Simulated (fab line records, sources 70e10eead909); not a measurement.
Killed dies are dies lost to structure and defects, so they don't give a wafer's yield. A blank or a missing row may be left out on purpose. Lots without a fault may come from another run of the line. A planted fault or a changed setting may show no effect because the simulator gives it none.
Problem report in the 8D (eight disciplines) form, filled by code | flow nand_harc | the parts of the form that need people (team, actions taken, sign-off) are left out

1. THE PROBLEM
cd_nm at NHARC_P_M0_CD_MEAS_09 reads a mean of 106.9 nm on 3 wafers of 2 lots; wafers without a fault read 89.7 nm with a standard deviation of 0.79. That is +22 standard deviations from the usual mean.
The step: target cd 90 nm.
First seen on wafer L889.6, day 13 23:43, on cd_sem-02. The record holds 32 wafers of 11 lots with a number at this step. Rule for "out", or "out of limits": more than 4 standard deviations from the usual mean. The other wafers with a number count as sound.

2. WHAT IT IS AND WHAT IT IS NOT
question                    | is                     | is not
which readings at this step | cd_nm                  | -
which lots                  | L889, L890             | L873, L876, L878, L879, L880, L881, L882, L884, L885
which wafers of those lots  | L889.6, L890.3, L890.6 | L889.5, L890.2
read on which gauges        | cd_sem-02              | cd_sem-01, cd_sem-03
when                        | from day 13 23:43      | up to then (28 sound wafers); but 1 sound wafer of L890 came after

3. SUSPECTS, AND WHAT RULES EACH OUT
Counting: a tool at a process step up to the reading stays a suspect if it ran every lot that is out. Sound lots after the first of them don't rule it out here, since some wafers of a struck lot are sound.
- the gauge at NHARC_P_M0_CD_MEAS_09: kept. All the wafers that are out were read on cd_sem-02, and no step on other tools shows them out.
- cvd_w-02 at NHARC_P_CONTACT_CVD_23 (deposits W, target thk 200 nm, time 557 s): kept. It ran every lot that is out, first L889 (day 13 22:30); its last sound lot up to then is L882 (day 10 20:41). NHARC_P_CONTACT_CVD_23 gives no start for some lots, so the hours and the order of its lots are those of NHARC_P_CONTACT_CMP_24.
- litho_track-04 at NHARC_P_M0_PEB_07 (peb time 65 s): kept. It ran every lot that is out, first L889 (day 13 23:38); its last sound lot up to then is L884 (day 12 02:23).
Left after counting: cvd_w-02 at NHARC_P_CONTACT_CVD_23, litho_track-04 at NHARC_P_M0_PEB_07, cd_sem-02 at NHARC_P_M0_CD_MEAS_09.

4. THE CAUSE (what the simulator had put in)
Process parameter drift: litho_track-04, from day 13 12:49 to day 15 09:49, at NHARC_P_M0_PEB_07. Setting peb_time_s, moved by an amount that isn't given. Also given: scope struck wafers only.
Counting left 3 suspects, and this tool is among them.

5. THE CHAIN OF EFFECTS, in route order
Each row: a reading whose mean over the struck wafers that have a number lies more than 3 standard deviations from the usual. Only readings for which the record gives a usual standard deviation are gone through. hours: the time from each lot's start at the first step in this table that gives one to its start at this step, as a median over the lots. sigmas: the change in usual standard deviations.
hours | step                  | reading | usual   | on struck wafers | change | sigmas
0     | NHARC_P_M0_CD_MEAS_09 | cd_nm   | 89.7 nm | 106.9            | +17.2  | +22

6. WHAT WOULD HAVE CAUGHT IT SOONER
In this record the first reading out of limits at a measuring or inspecting step was taken at day 13 23:43, 11 hours after the fault began at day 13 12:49.
Of the tool readings at NHARC_P_M0_PEB_07 for which the record gives a usual standard deviation, none was out on any struck wafer, so an alarm limit of 4 standard deviations on them would not have fired.
Of the lots that are out (2), L890 began NHARC_P_M0_PEB_07 on litho_track-04 after day 13 23:43. A hold on the tool at that time would have spared it.
